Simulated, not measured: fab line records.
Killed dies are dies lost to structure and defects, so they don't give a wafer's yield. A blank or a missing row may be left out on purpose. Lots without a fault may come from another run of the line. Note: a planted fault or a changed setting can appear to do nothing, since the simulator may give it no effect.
Chamber matching + flow n5Finfet + 3 sister chambers for N5_BEOL_M4_ILD_DEP_00 on pecvd-01
The step deposits SiOC from DEMS/O2, target thk 79 nm, time 15.3 s. 3 wafers are shown with their chamber, then 9 later ones without.

WAFERS, EACH WITH ITS CHAMBER
| wafer  | chamber | showerheadVppV (V) |
|--------|---------|--------------------|
| L081.4 | 2       | 1404               |
| L085.5 | 0       | 1302               |
| L085.6 | 1       | 1346               |

WAFERS MISSING THEIR CHAMBER
| wafer  | showerheadVppV (V) |
|--------|--------------------|
| L087.3 | 1350               |
| L087.4 | 1299               |
| L087.5 | 1350               |
| L089.2 | 1328               |
| L089.4 | 1334               |
| L089.5 | 1315               |
| L090.1 | 1359               |
| L090.3 | 1382               |
| L090.5 | 1331               |

WHICH CHAMBER EACH ONE RAN IN
| wafer  | from the rows above     | in truth |
|--------|-------------------------|----------|
| L087.3 | 1                       | 1        |
| L087.4 | 0                       | 0        |
| L087.5 | 1                       | 1        |
| L089.2 | can't be placed: 1 or 0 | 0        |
| L089.4 | can't be placed: 1 or 0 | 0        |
| L089.5 | can't be placed: 0 or 1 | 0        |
| L090.1 | 1                       | 1        |
| L090.3 | can't be placed: 2 or 1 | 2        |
| L090.5 | can't be placed: 1 or 0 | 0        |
Placed correctly: 4 of 9. Unplaceable from these rows: 5, with the true chamber sitting among the candidates in 5. Number placed wrongly: 0.
How it was worked out, from the rows above alone: a wafer's distance from a chamber is the root of the sum, over the readings, of the square of ((its reading less the chamber's mean) divided by the reading's scatter). If the next closest chamber is less than 2 further off than the closest, the wafer can't be placed; otherwise it belongs to the closest. For every chamber, the mean is computed from those of its wafers that are shown. The scatter: with one shown wafer a chamber, the root of the mean of the squares of how far each hidden wafer lies from its nearest shown one.
